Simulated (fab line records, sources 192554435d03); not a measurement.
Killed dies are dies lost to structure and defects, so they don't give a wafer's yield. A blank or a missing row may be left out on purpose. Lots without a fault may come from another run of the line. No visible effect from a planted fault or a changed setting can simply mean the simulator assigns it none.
Matching of chambers | flow n5Finfet | 4 sister chambers for N5_BEOL_M4_ALD_84 on aldMetal-03
The step deposits TaN, pulse time 2 s, purge time 3 s, co reactant purge time 2 s. 14 wafers are shown with their chamber, then 7 later ones without.

EACH WAFER AND ITS CHAMBER
wafer  | chamber | heaterPowerW (W)
L075.2 | 1       | 339
L075.4 | 0       | 376
L075.5 | 3       | 433
L081.1 | 3       | 434
L081.2 | 1       | 343
L081.4 | 2       | 425
L083.2 | 2       | 419
L083.3 | 3       | 432
L083.4 | 1       | 328
L087.2 | 0       | 368
L087.4 | 3       | 434
L087.6 | 2       | 418
L088.2 | 1       | 328
L088.5 | 3       | 424

SIGNATURES (averages over the wafers above)
reading      | chamber 0 | chamber 1 | chamber 2 | chamber 3 | scatter within a chamber
heaterPowerW | 372.00    | 334.50    | 420.67    | 431.40    | 5.56
Rule: a wafer's distance from a chamber is the root of the sum, over the readings, of the square of ((its reading less the chamber's mean) divided by the reading's scatter). The wafer belongs to the nearest chamber; if the next one is less than 2 further off, it can't be placed. The scatter is the square root of a quotient: the sum, over the shown wafers, of each reading's squared deviation from its chamber's mean, divided by wafers minus chambers.

WAFERS WITHOUT THEIR CHAMBER
wafer  | heaterPowerW (W)
L088.6 | 421
L093.1 | 328
L093.4 | 371
L093.5 | 346
L082.1 | 434
L082.3 | 417
L082.6 | 438

WHICH CHAMBER EACH ONE RAN IN
wafer  | from the rows above     | in truth
L088.6 | can't be placed: 2 or 3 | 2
L093.1 | 1                       | 1
L093.4 | 0                       | 0
L093.5 | 1                       | 1
L082.1 | can't be placed: 3 or 2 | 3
L082.3 | can't be placed: 2 or 3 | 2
L082.6 | can't be placed: 3 or 2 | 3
Correct placement for 3 of the 7. Cannot be placed on the basis of these rows: 4; the candidates contain the true chamber in 4. Number placed wrongly: 0.
